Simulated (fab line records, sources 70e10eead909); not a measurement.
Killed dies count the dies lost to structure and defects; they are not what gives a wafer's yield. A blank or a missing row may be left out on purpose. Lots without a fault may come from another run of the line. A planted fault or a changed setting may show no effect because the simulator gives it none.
fab line records | flow nand-harc | part 1 of 2: steps 1 to 4 of 6
[record] lots = 23 wafers = 69 last-day = 24
route steps=1159 shown A_CONTACT@854
lots untouched by any fault: they come from a run of this same line in which no faults occurred
start-h: hours from the record's opening day to when the first of the lot's shown wafers began | wait-h: how many hours have passed since the lot's step before this one | " the same as in the row above | L1.1+2: a single row standing in for several wafers | - no value present, or no start provided | * or withheld: withheld | < > ~ a bound
route shown NAME@n: NAME is a module with steps in the file, n the number in the route of the first one | usual: average and standard deviation across the fault-free wafers | same: alike in all rows | chamber/n: place in a boat | sites: per-site readings | _std_site: the standard deviation of these | _edge_site: outer sites' mean less inner sites' | radius-mm: for every site, how far away it sits from the centre of the wafer | mask NAME#n: copy n | behind: the tool/chamber that last shaped the wafer | hold: the reason the lot was held/the length of the hold in hours/how it ended | device: whichever transistor did not switch (one of n, p or np) | end of line: the same wafers' tests at the end of the route | where a step has no rows: the recipe by itself | killed: dies that structure and defects cost at the first sort, which is not the same as the wafer's yield | map: shows each die of a wafer: x if killed, . if not, _ if none is there
set.NAME: the setting that was run; set.NAME@STEP: the one run at that earlier step | model.NAME: the simulator's own value behind a step, which no gauge read
one table for each step of the route and one row for each wafer, over a sample of lots
services: a tool's chamber out of use, with start hour (start-h, from the record's first day; less than 0 if before it), hours out, and reason
[[steps]]
[step NHARC_A_CONTACT_CD_MEAS_42]
[recipe] target-cd-nm = 200 landing-energy-ev = 500
[usual] cd-nm = 199.9/0.45
// columns lot.wafer tool chamber start-h wait-h cd-nm
L075.1 cd-sem-01 0 369.21 - 200.2
L075.2 " 0 " " 200.6
L075.4 " 0 " " 200.0
L074.1 cd-sem-02 0 369.49 - 199.9
L074.5 " 0 " " 199.4
L074.6 " 0 " " 200.0
L079.1 cd-sem-03 0 380.10 - 199.5
L079.4 " 0 " " 199.1
L079.5 " 0 " " 198.6
L076.3 cd-sem-03 0 380.41 - 199.7
L076.4 " 0 " " 199.8
L076.5 " 0 " " 200.4
L077.2 cd-sem-03 0 384.57 - 200.5
L077.3 " 0 " " 199.6
L077.4 " 0 " " 200.0
L080.3 cd-sem-01 0 395.81 - 200.1
L080.5 " 0 " " 200.8
L080.6 " 0 " " 200.4
L081.3 cd-sem-03 0 407.76 - 200.0
L081.4 " 0 " " 200.0
L081.6 " 0 " " 199.6
L078.2 cd-sem-01 0 410.01 - 198.6
L078.4 " 0 " " 199.2
L078.5 " 0 " " 200.0
L082.2 cd-sem-02 0 423.01 - 200.5
L082.3 " 0 " " 200.3
L082.6 " 0 " " 199.7
L083.1 cd-sem-02 0 423.59 - 200.7
L083.2 " 0 " " 200.6
L083.5 " 0 " " 200.2
L086.2 cd-sem-03 0 437.31 - 199.7
L086.3 " 0 " " 199.6
L086.4 " 0 " " 200.0
L085.1 cd-sem-02 0 447.90 - 199.8
L085.3 " 0 " " 200.1
L085.4 " 0 " " 200.0
L087.1 cd-sem-03 0 452.02 - 199.6
L087.2 " 0 " " 199.8
L087.3 " 0 " " 200.7
L088.2 cd-sem-02 0 461.42 - 200.4
L088.3 " 0 " " 200.2
L088.6 " 0 " " 200.0
L092.2 cd-sem-01 0 461.70 - 199.9
L092.4 " 0 " " 200.7
L092.5 " 0 " " 200.1
L089.2 cd-sem-03 0 466.96 - 200.7
L089.4 " 0 " " 200.3
L089.5 " 0 " " 200.7
L090.2 cd-sem-03 0 467.46 - 200.3
L090.3 " 0 " " 199.9
L090.6 " 0 " " 199.7
L091.3 cd-sem-03 0 473.19 - 200.2
L091.4 " 0 " " 199.4
L091.6 " 0 " " 199.7
L093.2 cd-sem-01 0 483.06 - 200.4
L093.3 " 0 " " 199.6
L093.5 " 0 " " 200.4
L094.1 cd-sem-01 0 499.23 - 199.7
L094.4 " 0 " " 199.5
L094.6 " 0 " " 199.6
L096.1 cd-sem-01 0 504.01 - 200.3
L096.4 " 0 " " 199.9
L096.6 " 0 " " 200.1
L095.1 cd-sem-02 0 505.24 - 200.0
L095.4 " 0 " " 198.9
L095.6 " 0 " " 199.6
L097.1 cd-sem-03 0 510.40 - 199.6
L097.4 " 0 " " 199.0
L097.6 " 0 " " 199.7
[step NHARC_A_CONTACT_DESCUM_47]
[recipe] time-s = 3 o2-flow-sccm = 200 ar-flow-sccm = 0 bias-power-w = 0 chemistry = O2
[usual] drypump-motor-current-A = 5.7/0.48 oes-product-au = 0.999/0.011 rf-vpp-V = 57.9/0.91 showerhead-plenum-p-Torr = 1.94/0.085 throttle-valve-pct = 11.311/0.0086
// columns lot.wafer tool chamber start-h wait-h drypump-motor-current-A oes-product-au rf-hours-counter-h rf-vpp-V showerhead-plenum-p-Torr throttle-valve-pct
L075.4 rie-diel-07 0 369.39 0.1 5.7 0.996 27 58.3 1.80 11.326
L075.2 " 2 " " 5.5 1.001 28 56.1 1.85 11.322
L075.1 " 3 " " 6.8 1.002 29 58.1 2.00 11.296
L074.1 rie-diel-01 0 369.74 0.1 6.0 0.981 16 58.9 2.05 11.305
L074.6 " 2 " " 5.5 0.978 - 58.0 1.88 11.299
L074.5 " 3 " " 5.0 1.005 - 58.1 1.95 11.308
L079.4 rie-diel-07 2 380.30 0.1 5.5 1.003 30 56.8 1.85 11.311
L079.1 " 3 " " 6.8 1.004 31 58.5 2.00 11.310
L079.5 " 0 " " 5.7 1.000 - 56.3 1.80 11.319
L076.3 rie-diel-01 3 380.59 0.1 5.0 0.995 22 57.4 1.95 11.306
L076.4 " 2 " " 5.5 0.983 20 57.0 1.88 11.312
L076.5 " 3 " " 5.0 0.992 - 59.0 1.95 11.298
L077.3 rie-diel-08 2 384.78 0.1 5.6 0.990 30 61.3 2.07 11.317
L077.4 " 3 " " 6.0 0.998 29 58.2 1.97 11.311
L077.2 " 0 " " 5.5 0.987 31 57.5 1.94 11.304
L080.3 rie-diel-01 1 396.04 0.1 5.6 1.020 27 58.2 1.91 11.303
L080.6 " 3 " " 5.0 0.997 - 58.4 1.95 11.308
L080.5 " 0 " " 6.0 0.988 - 56.8 2.05 11.301
L081.4 rie-diel-08 3 408.38 0.5 6.0 0.992 40 57.3 1.96 11.317
L081.3 " 0 " " 5.5 0.984 42 57.8 1.94 11.301
L081.6 " 0 " " 5.5 0.991 - 58.6 1.94 11.306
L078.4 rie-diel-01 3 410.19 0.1 5.0 0.998 34 58.2 1.95 11.312
L078.2 " 0 " " 6.0 0.992 34 57.1 2.05 11.330
L078.5 " 3 " " 5.0 0.990 - 56.9 1.95 11.310
L082.3 rie-diel-07 3 423.19 0.1 6.8 1.001 1 58.5 2.00 11.301
L082.2 " 0 " " 5.7 1.003 1 58.1 1.80 11.293
L082.6 " 3 " " 6.7 0.992 - 58.1 2.00 11.305
L083.1 rie-diel-08 3 423.78 0.1 6.0 0.998 44 57.6 1.96 11.316
L083.2 " 1 " " 5.2 1.010 49 58.2 1.85 11.317
L083.5 " 2 " " 5.6 0.987 - 59.3 2.06 11.300
L086.2 rie-diel-08 2 437.49 0.1 5.6 0.993 52 57.1 2.06 11.312
L086.4 " 3 " " 6.0 1.000 50 58.5 1.96 11.313
L086.3 " 1 " " 5.2 0.993 53 57.9 1.85 11.309
L085.3 rie-diel-01 2 448.09 0.1 5.6 0.978 44 55.6 1.87 11.303
L085.4 " 3 " " 5.0 0.989 46 58.0 1.94 11.325
L085.1 " 0 " " 6.0 0.985 47 56.1 2.04 11.318
L087.1 rie-diel-07 1 452.21 0.1 5.4 0.990 6 58.3 2.02 11.312
L087.2 " 3 " " 6.7 1.007 7 58.8 2.00 11.315
L087.3 " 0 " " 5.7 1.004 6 57.6 1.80 11.318
L088.3 rie-diel-01 3 461.62 0.1 5.0 1.006 53 58.4 1.94 11.312
L088.2 " 0 " " 6.0 0.993 52 58.3 2.04 11.320
L088.6 " 2 " " 5.5 0.984 - 58.3 1.87 11.302
L092.4 rie-diel-07 3 461.88 0.1 6.8 1.012 9 58.9 2.00 11.325
L092.2 " 1 " " 5.4 0.984 7 57.0 2.02 11.311
L092.5 " 0 " " 5.7 1.012 - 57.6 1.80 11.305
L089.2 rie-diel-07 1 467.14 0.1 5.3 0.986 8 57.0 2.02 11.310
L089.4 " 0 " " 5.7 1.008 9 57.0 1.80 11.309
L089.5 " 1 " " 5.4 0.996 - 58.3 2.02 11.321
L090.3 rie-diel-08 2 467.64 0.1 5.6 0.991 65 58.8 2.05 11.319
L090.2 " 0 " " 5.5 1.007 63 57.5 1.93 11.308
L090.6 " 2 " " 5.6 0.997 - 57.8 2.05 11.303
L091.3 rie-diel-07 1 473.39 0.1 5.3 0.995 9 58.7 2.02 11.314
L091.4 " 2 " " 5.5 1.018 10 58.4 1.84 11.317
L091.6 " 3 " " 6.8 1.011 - 58.1 2.00 11.323
L093.2 rie-diel-01 2 483.31 0.1 5.6 0.988 59 56.3 1.87 11.320
L093.3 " 0 " " 6.0 0.989 60 59.4 2.04 11.324
L093.5 " 3 " " 5.0 1.007 - 57.8 1.94 11.313
L094.4 rie-diel-07 3 499.41 0.1 6.7 1.005 17 59.0 2.00 11.319
L094.1 " 1 " " 5.4 1.002 14 58.6 2.02 11.321
L094.6 " 3 " " 6.8 1.000 - 59.6 2.00 11.305
L096.1 rie-diel-07 0 504.22 0.1 5.7 1.017 17 57.6 1.80 11.314
L096.4 " 1 " " 5.4 0.999 15 57.3 2.02 11.324
L096.6 " 2 " " 5.5 1.009 - 56.5 1.84 11.313
L095.1 rie-diel-08 2 505.42 0.1 5.6 1.000 10 58.7 2.05 11.315
L095.4 " 0 " " 5.5 0.990 8 57.8 1.93 11.310
L095.6 " 2 " " 5.6 1.005 - 58.6 2.05 11.300
L097.4 rie-diel-07 2 510.59 0.1 5.5 1.005 17 57.7 1.84 11.307
L097.1 " 3 " " 6.8 0.999 20 58.9 2.00 11.314
L097.6 " 2 " " 5.5 1.014 - 58.1 1.84 11.310
[step NHARC_A_CONTACT_ETCH_90]
[recipe] target-depth-a = 400 over-etch-frac = 0.5 time-s = 85.7 ion-energy-ev = 120 ch3f-flow-sccm = 50 o2-flow-sccm = 30 ar-flow-sccm = 200 rf-w = 500 bias-w = 100 chemistry = CH3F/O2
[usual] drypump-motor-current-A = 5.7/0.46 oes-product-au = 0.95/0.036 rf-fwd-power-W = 496.0/1.9 rf-vpp-V = 244.7/1.5 showerhead-plenum-p-Torr = 2.49/0.1 throttle-valve-pct = 20.663/0.0091
// columns lot.wafer tool chamber start-h wait-h drypump-motor-current-A oes-product-au rf-fwd-power-W rf-hours-counter-h rf-vpp-V showerhead-plenum-p-Torr throttle-valve-pct
L075.4 rie-diel-08 3 372.46 0.4 6.0 0.99 498.1 25 244.6 2.52 20.665
L075.1 " 0 " " 5.5 1.00 496.1 28 245.8 2.50 20.661
L075.2 " 1 " " 5.2 1.01 496.0 29 243.0 2.39 20.657
L074.1 rie-diel-07 1 372.83 0.5 5.4 1.00 492.4 26 245.7 2.60 20.660
L074.5 " 2 " " 5.5 1.00 493.5 - 245.0 2.38 20.670
L074.6 " 3 " " 6.8 0.99 495.7 - 246.4 2.57 20.673
L079.1 rie-diel-01 0 383.34 0.5 6.0 1.00 499.3 21 247.1 2.63 20.678
L079.4 " 2 " " 5.6 0.99 495.4 21 244.8 2.42 20.664
L079.5 " 1 " " 5.6 1.01 493.9 - 243.6 2.46 20.653
L076.3 rie-diel-01 2 383.73 0.5 5.5 0.90 494.2 21 243.8 2.42 20.641
L076.4 " 3 " " 5.0 0.92 495.1 23 245.3 2.50 20.643
L076.5 " 1 " " 5.6 0.93 497.6 - 244.8 2.45 20.646
L077.4 rie-diel-08 0 389.72 0.5 5.5 0.92 498.0 34 244.1 2.50 20.657
L077.3 " 1 " " 5.2 0.93 495.6 35 244.6 2.39 20.652
L077.2 " 2 " " 5.6 0.92 495.0 34 247.6 2.65 20.664
L080.3 rie-diel-08 2 399.64 0.4 5.6 0.92 496.4 37 247.8 2.64 20.675
L080.5 " 1 " " 5.2 0.94 495.1 - 245.1 2.39 20.668
L080.6 " 2 " " 5.6 0.92 496.5 - 247.0 2.65 20.678
L081.3 rie-diel-01 1 411.90 0.4 5.7 1.01 497.8 35 243.9 2.45 20.674
L081.4 " 0 " " 6.0 0.99 498.8 34 246.6 2.62 20.685
L081.6 " 2 " " 5.5 0.97 496.4 - 243.9 2.42 20.661
L078.4 rie-diel-08 3 413.29 0.5 6.1 0.92 499.0 42 245.9 2.52 20.652
L078.2 " 0 " " 5.5 0.92 497.4 43 246.1 2.49 20.653
L078.5 " 3 " " 6.0 0.92 497.7 - 244.8 2.52 20.654
L082.2 rie-diel-01 0 426.60 0.6 6.0 0.90 499.0 37 247.8 2.62 20.677
L082.3 " 2 " " 5.5 0.91 493.7 35 242.4 2.41 20.670
L082.6 " 3 " " 5.0 0.92 495.8 - 243.8 2.50 20.663
L083.2 rie-diel-07 3 426.95 0.5 6.8 0.99 496.4 3 245.6 2.57 20.660
L083.1 " 1 " " 5.4 0.99 495.5 2 245.8 2.60 20.654
L083.5 " 3 " " 6.7 1.00 496.1 - 246.4 2.57 20.674
L086.3 rie-diel-07 0 440.65 0.4 5.7 1.00 496.1 4 242.4 2.32 20.654
L086.2 " 1 " " 5.4 0.99 490.9 4 245.9 2.59 20.672
L086.4 " 2 " " 5.5 1.02 493.2 5 242.9 2.37 20.678
L085.4 rie-diel-08 1 451.20 0.4 5.2 0.93 493.8 61 244.0 2.38 20.658
L085.3 " 2 " " 5.6 0.93 497.0 59 247.2 2.64 20.666
L085.1 " 3 " " 6.0 0.92 496.9 56 246.4 2.51 20.654
L087.1 rie-diel-07 3 455.27 0.5 6.8 0.93 494.5 8 246.0 2.57 20.678
L087.2 " 0 " " 5.7 0.94 497.3 7 242.5 2.32 20.669
L087.3 " 2 " " 5.5 0.94 494.4 7 242.7 2.37 20.659
L088.2 rie-diel-07 1 464.77 0.6 5.4 0.91 494.2 7 246.4 2.59 20.664
L088.3 " 3 " " 6.8 0.92 494.0 10 244.7 2.57 20.654
L088.6 " 0 " " 5.7 0.93 495.6 - 243.0 2.32 20.662
L092.4 rie-diel-01 1 465.47 0.5 5.7 0.94 494.2 56 243.2 2.44 20.656
L092.2 " 2 " " 5.6 0.92 496.7 52 243.7 2.41 20.655
L092.5 " 0 " " 6.0 0.92 499.2 - 246.7 2.61 20.668
L089.2 rie-diel-01 3 470.20 0.5 5.0 0.92 496.5 55 244.4 2.49 20.664
L089.4 " 1 " " 5.6 0.93 494.3 56 246.2 2.44 20.664
L089.5 " 3 " " 5.0 0.92 497.0 - 244.8 2.49 20.650
L090.3 rie-diel-01 2 470.89 0.5 5.6 0.91 493.1 53 243.8 2.41 20.657
L090.2 " 3 " " 5.0 0.93 497.5 55 244.7 2.49 20.672
L090.6 " 1 " " 5.7 0.94 497.5 - 244.0 2.44 20.645
L091.4 rie-diel-01 3 476.44 0.5 5.0 0.92 496.8 57 243.3 2.49 20.664
L091.3 " 0 " " 6.0 0.92 496.3 58 246.1 2.61 20.650
L091.6 " 3 " " 5.0 0.93 499.3 - 246.9 2.49 20.658
L093.3 rie-diel-01 1 486.39 0.5 5.6 0.93 495.5 64 243.2 2.44 20.672
L093.2 " 3 " " 5.1 0.93 499.9 61 243.6 2.49 20.667
L093.5 " 0 " " 6.0 0.92 495.3 - 247.5 2.61 20.681
L094.1 rie-diel-07 0 502.49 0.6 5.7 0.94 494.7 17 242.3 2.31 20.657
L094.4 " 1 " " 5.4 0.92 495.6 15 245.4 2.59 20.667
L094.6 " 3 " " 6.8 0.94 494.9 - 245.5 2.56 20.669
L096.1 rie-diel-07 3 507.44 0.7 6.8 0.92 495.6 19 244.8 2.56 20.657
L096.4 " 1 " " 5.4 0.93 493.3 16 244.5 2.59 20.657
L096.6 " 2 " " 5.5 0.94 495.7 - 244.0 2.37 20.672
L095.4 rie-diel-07 2 508.49 0.5 5.5 1.01 494.5 17 242.6 2.37 20.673
L095.1 " 0 " " 5.7 1.01 495.1 18 243.2 2.31 20.676
L095.6 " 1 " " 5.4 0.99 495.2 - 246.0 2.59 20.669
L097.1 rie-diel-08 3 513.65 0.5 6.0 1.01 496.7 13 245.0 2.50 20.675
L097.4 " 2 " " 5.6 1.00 497.9 14 246.2 2.62 20.664
L097.6 " 0 " " 5.6 0.98 498.4 - 244.0 2.48 20.660
[step NHARC_A_CONTACT_STRIP_55]
[recipe] o2-flow-sccm = 500 ar-flow-sccm = 0 bias-w = 0 chemistry = O2
[usual] drypump-motor-current-A = 5.7/0.5 oes-product-au = 1.000/0.012 rf-vpp-V = 57.9/0.88 showerhead-plenum-p-Torr = 3.55/0.15 throttle-valve-pct = 17.038/0.0085
// columns lot.wafer tool chamber start-h wait-h drypump-motor-current-A oes-product-au rf-hours-counter-h rf-vpp-V showerhead-plenum-p-Torr throttle-valve-pct
L075.1 rie-diel-08 2 - - 5.6 0.996 26 59.3 3.79 17.042
L075.4 " 3 " " 6.0 0.998 25 58.6 3.62 17.057
L075.2 " 0 " " 5.5 1.001 28 59.0 3.58 17.035
L074.1 rie-diel-07 1 - - 5.4 1.000 27 57.2 3.72 17.037
L074.5 " 3 " " 6.8 1.018 - 57.6 3.68 17.035
L074.6 " 0 " " 5.7 1.004 - 56.5 3.34 17.035
L079.4 rie-diel-01 2 - - 5.6 0.979 21 57.9 3.47 17.026
L079.1 " 3 " " 5.1 0.984 23 58.6 3.59 17.042
L079.5 " 0 " " 6.1 0.981 - 56.7 3.76 17.034
L076.3 rie-diel-01 2 - - 5.6 0.980 22 59.4 3.47 17.038
L076.4 " 3 " " 5.0 0.993 23 58.3 3.59 17.028
L076.5 " 2 " " 5.6 0.972 - 58.3 3.47 17.031
L077.2 rie-diel-07 1 - - 5.4 1.014 30 58.2 3.72 17.027
L077.3 " 2 " " 5.6 1.008 33 56.4 3.41 17.038
L077.4 " 2 " " 5.5 1.004 - 57.8 3.41 17.036
L080.3 rie-diel-07 0 - - 5.7 0.985 32 58.6 3.34 17.047
L080.5 " 1 " " 5.4 0.998 - 59.8 3.72 17.043
L080.6 " 2 " " 5.5 1.001 - 57.8 3.41 17.038
L081.3 rie-diel-01 3 - - 5.0 0.992 35 58.4 3.58 17.039
L081.4 " 1 " " 5.7 1.002 35 58.0 3.52 17.038
L081.6 " 3 " " 5.0 0.995 - 58.2 3.58 17.044
L078.4 rie-diel-01 2 - - 5.5 0.980 33 58.0 3.47 17.024
L078.2 " 1 " " 5.7 1.018 36 57.5 3.52 17.022
L078.5 " 3 " " 5.0 0.987 - 55.7 3.59 17.050
L082.3 rie-diel-01 2 - - 5.5 0.975 36 56.0 3.47 17.050
L082.2 " 3 " " 5.0 0.992 38 57.4 3.58 17.038
L082.6 " 1 " " 5.7 1.006 - 57.0 3.51 17.043
L083.2 rie-diel-07 3 - - 6.8 1.004 3 58.1 3.68 17.036
L083.1 " 1 " " 5.4 1.003 2 60.4 3.72 17.048
L083.5 " 3 " " 6.8 1.005 - 60.0 3.68 17.064
L086.3 rie-diel-07 3 - - 6.8 1.007 5 59.0 3.68 17.041
L086.2 " 0 " " 5.7 1.000 4 56.9 3.33 17.046
L086.4 " 1 " " 5.4 0.981 4 57.4 3.72 17.030
L085.4 rie-diel-08 2 - - 5.7 0.992 60 56.6 3.77 17.037
L085.1 " 3 " " 6.0 0.990 56 58.6 3.60 17.051
L085.3 " 0 " " 5.6 0.996 57 57.0 3.57 17.044
L087.2 rie-diel-07 2 - - 5.5 1.005 7 58.2 3.41 17.046
L087.3 " 3 " " 6.8 1.009 8 57.6 3.68 17.039
L087.1 " 0 " " 5.7 1.008 7 56.7 3.33 17.038
L088.2 rie-diel-08 0 - - 5.6 1.008 62 57.5 3.56 17.025
L088.3 " 2 " " 5.6 1.000 65 58.6 3.77 17.030
L088.6 " 0 " " 5.5 1.012 - 58.0 3.56 17.036
L092.4 rie-diel-08 0 - - 5.6 1.011 63 58.4 3.56 17.039
L092.2 " 1 " " 5.2 1.015 66 60.4 3.42 17.016
L092.5 " 0 " " 5.5 1.015 - 57.4 3.56 17.041
L089.4 rie-diel-07 2 - - 5.5 1.013 10 56.9 3.40 17.028
L089.2 " 3 " " 6.8 0.998 11 57.8 3.68 17.050
L089.5 " 3 " " 6.9 0.992 - 58.5 3.68 17.040
L090.3 rie-diel-07 3 - - 6.8 1.003 12 57.9 3.68 17.045
L090.2 " 0 " " 5.7 1.010 11 55.5 3.33 17.039
L090.6 " 2 " " 5.5 1.006 - 59.4 3.40 17.046
L091.3 rie-diel-07 3 - - 6.8 0.997 13 59.1 3.68 17.039
L091.4 " 0 " " 5.7 1.008 12 58.2 3.33 17.046
L091.6 " 1 " " 5.4 0.987 - 57.7 3.71 17.025
L093.3 rie-diel-07 0 - - 5.7 1.006 14 57.6 3.33 17.032
L093.2 " 2 " " 5.5 1.014 14 57.6 3.40 17.033
L093.5 " 0 " " 5.7 1.017 - 57.6 3.33 17.029
L094.4 rie-diel-07 2 - - 5.5 1.006 16 58.7 3.40 17.047
L094.1 " 0 " " 5.7 0.994 17 57.6 3.33 17.037
L094.6 " 2 " " 5.5 0.998 - 57.0 3.40 17.041
L096.4 rie-diel-07 2 - - 5.5 1.019 17 58.6 3.40 17.036
L096.1 " 0 " " 5.7 1.031 18 56.9 3.33 17.039
L096.6 " 1 " " 5.4 1.002 - 58.5 3.71 17.033
L095.1 rie-diel-07 1 - - 5.3 0.979 16 58.6 3.71 17.049
L095.4 " 2 " " 5.5 1.009 17 56.5 3.40 17.036
L095.6 " 2 " " 5.5 1.004 - 57.4 3.40 17.039
L097.1 rie-diel-08 1 - - 5.2 1.005 11 57.0 3.41 17.051
L097.4 " 3 " " 6.0 0.999 13 58.6 3.59 17.028
L097.6 " 1 " " 5.2 1.007 - 57.5 3.41 17.028
